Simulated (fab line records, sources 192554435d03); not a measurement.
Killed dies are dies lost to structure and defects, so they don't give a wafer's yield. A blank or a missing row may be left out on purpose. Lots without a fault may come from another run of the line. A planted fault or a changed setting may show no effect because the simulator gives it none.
fab line records | flow n5_finfet
record lots=7 wafers=39
route steps=1938 shown FIN_SAQP@102 SD_EPI_P@321 SD_ACTIVATION@330 GATE_CUT@490 BEOL_M0_SAQP@636
start_h: hours from the record's first day to the start of the lot's first wafer shown | wait_h: hours since the lot's step before | " the same as in the row above | L1.1+2: a row that stands for several wafers | - no value, or no start given | * or withheld: withheld | < > ~ a bound
route shown NAME@n: a module of which the file shows steps, and the number in the route of the first | usual: mean/standard deviation of fault-free wafers | same: alike in all rows | chamber/n: place in a boat | sites: the reading at each site | _std_site: their standard deviation | _edge_site: outer sites' mean less inner sites' | radius_mm: how far each site lies from the wafer's centre | mask NAME#n: copy n | behind: the tool/chamber that last shaped the wafer | hold: why the lot was held/for how many hours/how that ended | device: the transistor (n, p or np) that didn't switch | end of line: the same wafers' tests at the end of the route | a step without rows: its recipe alone | killed: dies lost to structure and defects at the first sort, not the wafer's yield | map: a wafer's dies, x killed, . not, _ none there
set.NAME: the setting as run; set.NAME@STEP: as run at that earlier step | model.NAME: the simulator's own value behind a step, which no gauge read
lots whose settings were changed on purpose; a table a step, a row a wafer
## steps
# step N5_FIN_SAQP_HM_DEP_72
# recipe material=SiO2 target_thk_a=120 temp_c=400 precursor=SiH4/N2O pressure_torr=0.75 rf_w=275 time_s=7.2
# columns lot.wafer tool chamber start_h wait_h set.time_s model.SiO2_of_FIN_SAQP_HM_DEP_72.thk_nm
L075.1 pecvd-02 0 26.88 0.0 7.2 11.82
L075.2 " 1 " " 8.595 14.16
L075.3 " 2 " " 8.595 13.93
L075.4 " 0 " " 8.595 14.33
L075.5 " 2 " " 7.2 12.01
L075.6 " 1 " " 7.2 12.19
L081.1 pecvd-01 2 69.53 0.0 3.285 5.471
L081.2 " 0 " " 3.285 5.442
L081.3 " 1 " " 7.2 11.92
L081.4 " 0 " " 7.2 12.01
L081.5 " 1 " " 3.285 5.654
L081.6 " 2 " " 7.2 12.17
L083.1 pecvd-02 1 75.80 0.0 5.891 9.715
L083.2 " 2 " " 7.2 11.86
L083.3 " 0 " " 5.891 9.713
L083.4 " 1 " " 7.2 12.23
L083.5 " 2 " " 5.891 10.03
L083.6 " 0 " " 7.2 12.15
L087.3 pecvd-02 2 99.72 0.0 7.2 11.99
L087.4 " 1 " " 7.2 12.05
L087.5 " 2 " " 7.2 12.21
L088.1 pecvd-01 0 105.55 0.0 7.2 12.03
L088.2 " 2 " " 7.2 11.91
L088.3 " 1 " " 7.2 11.88
L088.4 " 0 " " 7.2 11.98
L088.5 " 1 " " 7.2 11.96
L088.6 " 2 " " 7.2 12.2
L089.1 pecvd-02 1 110.91 0.0 6.024 9.875
L089.2 " 0 " " 7.2 11.96
L089.3 " 2 " " 6.024 9.978
L089.4 " 0 " " 6.024 10.14
L089.5 " 2 " " 7.2 12.02
L089.6 " 1 " " 7.2 12.16
L096.1 pecvd-04 1 154.12 0.0 11.37 18.78
L096.2 " 2 " " 7.2 11.92
L096.3 " 0 " " 11.37 18.72
L096.4 " 1 " " 7.2 11.93
L096.5 " 2 " " 11.37 19.03
L096.6 " 0 " " 7.2 12.03
# step N5_FIN_SAQP_COAT_49
# recipe resist=SOC temp_c=250 time_s=60 spin_rpm=1500 resist_thk_nm=100
# step N5_FIN_SAQP_COAT_50
# recipe resist=SiARC temp_c=220 time_s=60 spin_rpm=1500 resist_thk_nm=35
# step N5_FIN_SAQP_ETCH_52
# recipe chemistry=N2/H2 target=SOC target_depth_a=1000 overetch_a=200 mask_material=SiARC temp_c=40 time_s=150 ion_energy_ev=200 pressure_mtorr=30 source_w=840 bias_w=150 n2_flow_sccm=200 h2_flow_sccm=200 ends=end_point
# step N5_FIN_SAQP_STRIP_53
# recipe chemistry=N2/H2 temp_c=40 n2_flow_sccm=200 h2_flow_sccm=200 rf_frequency_hz=6e+07
# step N5_FIN_SAQP_HM_OPEN_73
# recipe chemistry=CHF3/O2 target=SiO2 stop_on=a-Si target_depth_a=120 over_etch_frac=1.8 mask_material=SOC time_s=16.8 pressure_mtorr=30 source_w=650 bias_w=170 Ar_flow_sccm=200 CHF3_flow_sccm=50 O2_flow_sccm=5 ion_energy_ev=200 ends=end_point
# columns lot.wafer tool chamber start_h wait_h set.time_s@FIN_SAQP_HM_DEP_72 model.etch.depth_nm
L075.1 rie_diel-01 2 27.65 0.0 7.2 11.82
L075.2 " 0 " " 8.595 14.16
L075.3 " 1 " " 8.595 13.93
L075.4 " 1 " " 8.595 14.33
L075.5 " 2 " " 7.2 12.01
L075.6 " 0 " " 7.2 12.19
L081.1 rie_diel-03 0 70.28 0.0 3.285 5.471
L081.2 " 3 " " 3.285 5.442
L081.3 " 2 " " 7.2 11.92
L081.4 " 1 " " 7.2 12.01
L081.5 " 1 " " 3.285 5.654
L081.6 " 2 " " 7.2 12.17
L083.1 rie_diel-03 2 76.84 0.0 5.891 9.715
L083.2 " 1 " " 7.2 11.86
L083.3 " 3 " " 5.891 9.713
L083.4 " 0 " " 7.2 12.23
L083.5 " 1 " " 5.891 10.03
L083.6 " 0 " " 7.2 12.15
L087.3 rie_diel-04 2 100.46 0.0 7.2 11.99
L087.4 " 1 " " 7.2 12.05
L087.5 " 3 " " 7.2 12.21
L088.1 rie_diel-03 2 106.17 0.0 7.2 12.03
L088.2 " 3 " " 7.2 11.91
L088.3 " 0 " " 7.2 11.88
L088.4 " 1 " " 7.2 11.98
L088.5 " 3 " " 7.2 11.96
L088.6 " 2 " " 7.2 12.2
L089.1 rie_diel-04 3 111.67 0.0 6.024 9.875
L089.2 " 2 " " 7.2 11.96
L089.3 " 0 " " 6.024 9.978
L089.4 " 1 " " 6.024 10.14
L089.5 " 1 " " 7.2 12.02
L089.6 " 2 " " 7.2 12.16
L096.1 rie_diel-04 1 155.23 0.0 11.37 18.78
L096.2 " 3 " " 7.2 11.92
L096.3 " 2 " " 11.37 18.72
L096.4 " 0 " " 7.2 11.93
L096.5 " 2 " " 11.37 19.03
L096.6 " 1 " " 7.2 12.03
# step N5_SD_EPI_P_EPI_21
# recipe material=SiGe:B dopant=B temp_c=550 pressure_torr=20 ambient=H2 time_s=355
# columns lot.wafer tool chamber start_h wait_h set.epi_growth_time_s model.SiGe-B_of_SD_EPI_P_EPI_21.thk_nm
L075.1 epi_rpcvd-01 0 62.96 0.1 355 62
L075.2 " 0 " " 355 61
L075.3+4 " 0 " " 458.2 72.6
L075.5 " 0 " " 355 61.4
L075.6 " 0 " " 458.2 73.2
L081.1 epi_rpcvd-02 0 105.85 0.1 355 61
L081.2 " 0 " " 355 62
L081.3 " 0 " " 355 61.2
L081.4 " 0 " " 460.1 73.4
L081.5 " 0 " " 460.1 73.2
L081.6 " 0 " " 460.1 73
L083.1 epi_rpcvd-03 0 113.02 0.2 355 61.4
L083.2 " 0 " " 355 60.2
L083.3 " 0 " " 467.5 73.8
L083.4 " 0 " " 467.5 72.8
L083.5 " 0 " " 355 60.4
L083.6 " 0 " " 467.5 73
L087.3 epi_rpcvd-02 0 134.56 0.8 355 62.2
L087.4 " 0 " " 355 61.8
L087.5 " 0 " " 355 60.8
L088.1+2 epi_rpcvd-03 0 138.03 0.1 355 60
L088.3 " 0 " " 514.6 78.4
L088.4 " 0 " " 514.6 77.6
L088.5 " 0 " " 514.6 78.6
L088.6 " 0 " " 355 60.6
L089.1 epi_rpcvd-02 0 144.77 0.2 355 61.2
L089.2 " 0 " " 355 62
L089.3 " 0 " " 197 36.6
L089.4 " 0 " " 197 37
L089.5 " 0 " " 355 61.6
L089.6 " 0 " " 197 37.2
L096.1 epi_rpcvd-03 0 187.70 0.2 413.4 68
L096.2 " 0 " " 413.4 67.8
L096.3 " 0 " " 355 61.8
L096.4 " 0 " " 355 62
L096.5 " 0 " " 413.4 67.6
L096.6 " 0 " " 355 61.6
# step N5_SD_EPI_P_EPI_MEAS_23
# recipe mode=xrd
# usual thk_nm=61.0/1.2
# columns lot.wafer tool chamber start_h wait_h set.epi_growth_time_s@SD_EPI_P_EPI_21 thk_nm
L075.1 film_metro-02 - 65.15 1.8 355 61.8
L075.2 " - " " 355 60.2
L075.3 " - " " 458.2 72.6
L075.4 " - " " 458.2 73.0
L075.5 " - " " 355 61.6
L075.6 " - " " 458.2 75.6
L081.1 film_metro-01 - 108.04 1.8 355 59.7
L081.2 " - " " 355 62.6
L081.3 " - " " 355 62.2
L081.4 " - " " 460.1 72.1
L081.5 " - " " 460.1 73.3
L081.6 " - " " 460.1 73.5
L083.1 film_metro-02 - 115.93 2.4 355 60.3
L083.2 " - " " 355 61.0
L083.3 " - " " 467.5 73.0
L083.4 " - " " 467.5 71.4
L083.5 " - " " 355 60.9
L083.6 " - " " 467.5 73.2
L087.3 film_metro-02 - 136.04 1.1 355 62.8
L087.4 " - " " 355 60.3
L087.5 " - " " 355 61.5
L088.1 film_metro-02 - 140.23 1.8 355 60.1
L088.2 " - " " 355 60.3
L088.3 " - " " 514.6 78.5
L088.4 " - " " 514.6 75.3
L088.5 " - " " 514.6 79.5
L088.6 " - " " 355 61.6
L089.1 film_metro-01 - 147.69 2.4 355 61.3
L089.2 " - " " 355 62.0
L089.3 " - " " 197 36.0
L089.4 " - " " 197 36.0
L089.5 " - " " 355 61.3
L089.6 " - " " 197 35.8
L096.1 film_metro-02 - 190.61 2.4 413.4 68.3
L096.2 " - " " 413.4 68.7
L096.3 " - " " 355 62.2
L096.4 " - " " 355 63.1
L096.5 " - " " 413.4 67.2
L096.6 " - " " 355 61.1
# step N5_SD_EPI_P_HM_STRIP_48
# recipe chemistry=H3PO4 temp_c=160 material=SiNx target=SiNx target_depth_a=30 overetch_fraction=0.3
# step N5_SD_EPI_P_SRD_49
# recipe dry=ipa_marangoni time_s=30 temp_c=23 rinse_liquid=diw
# step N5_SD_ACTIVATION_RTA_00
# recipe temp_c=975 time_s=0 ambient=N2 idle_temp_c=600 ramp_up_c_per_s=150 ramp_down_c_per_s=60 cool_to_c=600
# step N5_SD_ACTIVATION_LSA_01
# recipe temp_c=1080 time_s=0.0008 ambient=N2
# step N5_SD_ACTIVATION_RS_MEAS_03
# recipe thk_meas_gauge=four-point-probe
# usual RS_SD_N=21.94/0.24 RS_SD_P=56.1/0.78
# columns lot.wafer tool chamber start_h wait_h set.epi_growth_time_s@SD_EPI_P_EPI_21 RS_SD_N[ohm/sq] RS_SD_P[ohm/sq]
L075.1 film_metro-01 - 66.20 0.2 355 22.16 55.0
L075.2 " - " " 355 22.25 56.1
L075.3 " - " " 458.2 21.96 47.0
L075.4 " - " " 458.2 22.07 47.2
L075.5 " - " " 355 21.84 55.9
L075.6 " - " " 458.2 22.19 46.6
L081.1 film_metro-02 - 108.65 0.2 355 21.91 56.1
L081.2 " - " " 355 21.89 54.8
L081.3 " - " " 355 21.63 55.4
L081.4 " - " " 460.1 21.77 46.3
L081.5 " - " " 460.1 21.97 46.7
L081.6 " - " " 460.1 22.26 46.7
L083.1 film_metro-02 - 116.55 0.2 355 22.30 55.2
L083.2 " - " " 355 22.69 56.5
L083.3 " - " " 467.5 22.44 45.8
L083.4 " - " " 467.5 22.69 46.5
L083.5 " - " " 355 22.18 56.9
L083.6 " - " " 467.5 22.39 47.1
L087.3 film_metro-01 - 136.68 0.2 355 21.70 54.7
L087.4 " - " " 355 21.97 55.4
L087.5 " - " " 355 21.60 55.8
L088.1 film_metro-01 - 140.85 0.2 355 21.43 55.9
L088.2 " - " " 355 22.18 55.6
L088.3 " - " " 514.6 21.74 42.5
L088.4 " - " " 514.6 21.86 42.6
L088.5 " - " " 514.6 21.93 42.2
L088.6 " - " " 355 21.69 55.1
L089.1 film_metro-01 - 148.29 0.2 355 21.66 55.5
L089.2 " - " " 355 21.64 54.8
L089.3 " - " " 197 21.85 92.8
L089.4 " - " " 197 21.96 91.3
L089.5 " - " " 355 21.80 55.4
L089.6 " - " " 197 22.14 91.7
L096.1 film_metro-01 - 191.28 0.2 413.4 21.92 50.7
L096.2 " - " " 413.4 22.07 50.7
L096.3 " - " " 355 22.31 56.1
L096.4 " - " " 355 22.46 54.8
L096.5 " - " " 413.4 21.90 51.0
L096.6 " - " " 355 22.42 55.3
# step N5_GATE_CUT_DESCUM_18
# recipe chemistry=O2 time_s=7 source_power_w=50 bias_power_w=20 pressure_mtorr=20 rf_frequency_hz=2.712e+07 temp_c=40 resist=CAR-EUV o2_flow_sccm=225
# columns lot.wafer tool chamber start_h wait_h set.time_s model.CAR-EUV_of_GATE_CUT_COAT_07.thk_nm
L075.1+2+3 rie_diel-02 2,0,3 91.74 0.0 5.118 27
L075.4+5+6 " 1,2,3 " " 7 26
L081.1+6 rie_diel-02 2,3 135.81 0.0 7 26
L081.2 " 0 " " 4.122 27.4
L081.3+5 " 3,0 " " 4.122 27.6
L081.4 " 2 " " 7 26.2
L083.1 rie_diel-05 1 143.68 0.1 8.4 25.4
L083.2+3+5 " 0,2,2 " " 7 26
L083.4+6 " 3 " " 8.4 25.2
L087.3+5 rie_diel-06 3,2 162.24 0.0 7 26
L087.4 " 0 " " 7 26.2
L088.1+2+3+4+5+6 rie_diel-06 1,0,3,2,3,2 166.85 0.3 7 26
L089.1+3+6 rie_diel-05 2,1,1 173.88 0.0 7 26
L089.2+4+5 " 0,3,2 " " 8.428 25.4
L096.1+3+5 rie_diel-02 2,3,1 216.03 0.0 7 26.2
L096.2+4+6 " 1,0,0 " " 7 26
# step N5_GATE_CUT_ETCH_28
# recipe chemistry=N2/H2 target=underlayer target_depth_a=130 mask_material=CAR-EUV time_s=10.4 ion_energy_ev=200 pressure_mtorr=30 source_w=840 bias_w=150 n2_flow_sccm=200 h2_flow_sccm=200 ends=cleared
# columns lot.wafer tool chamber start_h wait_h set.time_s@GATE_CUT_DESCUM_18 model.CAR-EUV_of_GATE_CUT_COAT_07.thk_nm
L075.1+2+3 rie_diel-02 2,0,3 91.77 0.0 5.118 15.6
L075.4+5+6 " 1,2,3 " " 7 14.6
L081.1+4+6 rie_diel-02 2,2,3 135.85 0.0 7 14.6
L081.2 " 0 " " 4.122 16
L081.3+5 " 3,0 " " 4.122 16.2
L083.1+4+6 rie_diel-05 1,3,3 143.72 0.0 8.4 13.8
L083.2+5 " 0,2 " " 7 14.6
L083.3 " 2 " " 7 14.4
L087.3+4+5 rie_diel-06 3,0,2 162.28 0.0 7 14.6
L088.1+2+4+5+6 rie_diel-06 1,0,2,3,2 166.88 0.0 7 14.6
L088.3 " 3 " " 7 14.8
L089.1+3+6 rie_diel-05 2,1,1 173.92 0.0 7 14.6
L089.2+4 " 0,3 " " 8.428 14
L089.5 " 2 " " 8.428 13.8
L096.1+2+3+4+5+6 rie_diel-02 2,1,3,0,1,0 216.06 0.0 7 14.6
# step N5_GATE_CUT_ETCH_36
# recipe chemistry=CF4 target=SiARC target_depth_a=130 mask_material=CAR-EUV time_s=21.7 ion_energy_ev=80 pressure_mtorr=40 source_w=545 bias_w=36 Ar_flow_sccm=100 cf4_flow_sccm=100 ends=cleared
# columns lot.wafer tool chamber start_h wait_h set.time_s@GATE_CUT_DESCUM_18 model.CAR-EUV_of_GATE_CUT_COAT_07.thk_nm
L075.1+2 rie_diel-02 2,0 91.79 0.0 5.118 7.8
L075.3 " 3 " " 5.118 8
L075.4+5+6 " 1,2,3 " " 7 7
L081.1+4 rie_diel-02 2 135.87 0.0 7 7
L081.2+3+5 " 0,3,0 " " 4.122 8.4
L081.6 " 3 " " 7 6.8
L083.1+4+6 rie_diel-05 1,3,3 143.74 0.0 8.4 6.2
L083.2 " 0 " " 7 7
L083.3+5 " 2 " " 7 6.8
L087.3+4 rie_diel-06 3,0 162.30 0.0 7 7
L087.5 " 2 " " 7 6.8
L088.1+2 rie_diel-06 1,0 166.90 0.0 7 6.8
L088.3+4+5+6 " 3,2,3,2 " " 7 7
L089.1+6 rie_diel-05 2,1 173.94 0.0 7 7
L089.2+4 " 0,3 " " 8.428 6.4
L089.3 " 1 " " 7 6.8
L089.5 " 2 " " 8.428 6.2
L096.1+2+3+4+5+6 rie_diel-02 2,1,3,0,1,0 216.08 0.0 7 7
# step N5_BEOL_M0_SAQP_PECVD_96
# recipe material=a-Si target_thk_a=450 temp_c=350 precursor=SiH4/He pressure_torr=3 rf_w=100 time_s=45.2
# columns lot.wafer tool chamber start_h wait_h set.time_s model.a-Si_of_BEOL_M0_SAQP_PECVD_96.thk_nm
L075.1 pecvd-03 1 116.91 0.0 45.2 44.6
L075.2+5 " 2,1 " " 45.2 44.8
L075.3+6 " 1,2 " " 45.2 45.2
L075.4 " 2 " " 45.2 45
L081.1 pecvd-02 2 158.78 0.0 45.2 44.2
L081.2 " 1 " " 45.2 45
L081.3 " 0 " " 60.83 60.2
L081.4+5 " 2,1 " " 60.83 60.4
L081.6 " 0 " " 45.2 45.4
L083.1+5 pecvd-02 1,0 168.67 0.0 67.12 67
L083.2 " 0 " " 45.2 44.2
L083.3+4 " 2 " " 45.2 45.4
L083.6 " 1 " " 67.12 67.2
L087.3 pecvd-03 2 185.52 0.0 45.2 45.2
L087.4+5 " 1,2 " " 45.2 45
L088.1 pecvd-03 2 191.09 0.0 53.61 52.4
L088.2 " 1 " " 45.2 43
L088.3 " 2 " " 53.61 52.8
L088.4 " 1 " " 45.2 44.4
L088.5 " 1 " " 45.2 44.2
L088.6 " 2 " " 53.61 53.4
L089.1 pecvd-02 1 196.19 0.0 45.2 44.6
L089.2 " 0 " " 62.58 62
L089.3 " 2 " " 62.58 61.2
L089.4 " 1 " " 45.2 45
L089.5 " 2 " " 62.58 62.4
L089.6 " 0 " " 45.2 45.4
L096.1+3 pecvd-01 0,1 239.80 0.0 45.2 44.6
L096.2+5 " 2,1 " " 45.2 45.2
L096.4+6 " 0,2 " " 45.2 45.8
# step N5_BEOL_M0_SAQP_PECVD_97
# recipe material=SiNx target_thk_a=230 temp_c=350 precursor=SiH4/NH3/N2 pressure_torr=1.5 rf_w=300 time_s=19.9
# step N5_BEOL_M0_SAQP_PECVD_04
# recipe material=a-Si target_thk_a=600 temp_c=350 precursor=SiH4/He pressure_torr=3 rf_w=100 time_s=60.2
# step N5_BEOL_M0_SAQP_ETCH_101
# recipe chemistry=CH3F/O2 target=SiNx mask_material=SiO2 target_depth_a=299 time_s=42.7 pressure_mtorr=30 source_w=395 bias_w=73 Ar_flow_sccm=150 CH3F_flow_sccm=30 O2_flow_sccm=20 ion_energy_ev=120
# step N5_BEOL_M0_SAQP_ETCH_102
# recipe chemistry=CF4 target=SiO2 target_depth_a=40 ion_energy_ev=350 time_s=4.4 pressure_mtorr=10 icp_w=800 bias_w=400 cf4_flow_sccm=80
# step N5_BEOL_M0_SAQP_MANDREL_ETCH_103
# recipe chemistry=HBr/Cl2 target=a-Si target_depth_a=450 bt_time_s=10 stop_on=SiCN mask_material=SiO2 over_etch_frac=0.8 time_s=27 pressure_mtorr=10 icp_w=800 bias_w=75 HBr_flow_sccm=150 Cl2_flow_sccm=80 ends=end_point
# usual oes_product_au=0.685/0.01
# columns lot.wafer tool chamber start_h wait_h set.time_s@BEOL_M0_SAQP_PECVD_96 oes_product_au model.etch.depth_nm
L075.1 rie_si-03 3 119.35 0.0 45.2 0.687 44.54
L075.2 " 1 " " 45.2 0.686 44.77
L075.3 " 0 " " 45.2 0.697 45.21
L075.4 " 2 " " 45.2 0.690 45
L075.5 " 0 " " 45.2 0.701 44.88
L075.6 " 3 " " 45.2 0.686 45.28
L081.1 rie_si-01 3 162.22 0.0 45.2 0.687 44.1
L081.2 " 1 " " 45.2 0.683 45.01
L081.3 " 0 " " 60.83 0.807 60.14
L081.4 " 2 " " 60.83 0.811 60.32
L081.5 " 2 " " 60.83 0.807 60.49
L081.6 " 1 " " 45.2 0.678 45.42
L083.1 rie_si-01 2 171.03 0.0 67.12 0.860 66.94
L083.2 " 3 " " 45.2 0.678 44.23
L083.3 " 0 " " 45.2 0.679 45.4
L083.4 " 1 " " 45.2 0.687 45.48
L083.5 " 3 " " 67.12 0.884 67.06
L083.6 " 0 " " 67.12 0.866 67.21
L087.3 rie_si-02 3 189.11 0.0 45.2 0.691 45.15
L087.4 " 0 " " 45.2 0.679 45.01
L087.5 " 2 " " 45.2 0.678 45
L088.1 rie_si-02 0 194.00 0.0 53.61 0.741 52.46
L088.2 " 3 " " 45.2 0.671 43.1
L088.3 " 1 " " 53.61 0.759 52.74
L088.4 " 2 " " 45.2 0.678 44.39
L088.5 " 3 " " 45.2 0.680 44.22
L088.6 " 2 " " 53.61 0.744 53.32
L089.1 rie_si-02 2 198.73 0.0 45.2 0.683 44.53
L089.2 " 0 " " 62.58 0.831 62.1
L089.3 " 1 " " 62.58 0.838 61.29
L089.4 " 3 " " 45.2 0.690 45.1
L089.5 " 3 " " 62.58 0.845 62.4
L089.6 " 2 " " 45.2 0.685 45.38
L096.1 rie_si-03 1 242.16 0.0 45.2 0.684 44.69
L096.2 " 2 " " 45.2 0.696 45.14
L096.3 " 3 " " 45.2 0.675 44.59
L096.4 " 0 " " 45.2 0.707 45.84
L096.5 " 2 " " 45.2 0.699 45.23
L096.6 " 3 " " 45.2 0.691 45.78
## key
split step=N5_FIN_SAQP_HM_DEP_72 setting=time_s stated=7.2 by=wafer
response step=N5_FIN_SAQP_HM_DEP_72 reading=model.SiO2_of_FIN_SAQP_HM_DEP_72.thk_nm change=+0.119 per=1% r=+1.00
response step=N5_FIN_SAQP_HM_OPEN_73 reading=model.etch.depth_nm change=+0.119 per=1% r=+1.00
split step=N5_SD_EPI_P_EPI_21 setting=epi_growth_time_s stated=355 by=wafer
response step=N5_SD_EPI_P_EPI_21 reading=model.SiGe-B_of_SD_EPI_P_EPI_21.thk_nm change=+0.44 per=1% r=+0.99
response step=N5_SD_EPI_P_EPI_MEAS_23 reading=thk_nm change=* per=1% r=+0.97
response step=N5_SD_ACTIVATION_RS_MEAS_03 reading=RS_SD_P shape=bent at_lowest=91.9 at_stated=55.5 at_highest=42.4
split step=N5_GATE_CUT_DESCUM_18 setting=time_s stated=7 by=wafer
response step=N5_GATE_CUT_DESCUM_18 reading=model.CAR-EUV_of_GATE_CUT_COAT_07.thk_nm change=-0.0353 per=1% r=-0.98
response step=N5_GATE_CUT_ETCH_28 reading=model.CAR-EUV_of_GATE_CUT_COAT_07.thk_nm change=-0.0366 per=1% r=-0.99
response step=N5_GATE_CUT_ETCH_36 reading=model.CAR-EUV_of_GATE_CUT_COAT_07.thk_nm change=-0.0338 per=1% r=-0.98
split step=N5_BEOL_M0_SAQP_PECVD_96 setting=time_s stated=45.2 by=wafer
response step=N5_BEOL_M0_SAQP_PECVD_96 reading=model.a-Si_of_BEOL_M0_SAQP_PECVD_96.thk_nm change=+0.451 per=1% r=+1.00
response step=N5_BEOL_M0_SAQP_MANDREL_ETCH_103 reading=oes_product_au change=+0.00385 per=1% r=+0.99
response step=N5_BEOL_M0_SAQP_MANDREL_ETCH_103 reading=model.etch.depth_nm change=+0.451 per=1% r=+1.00
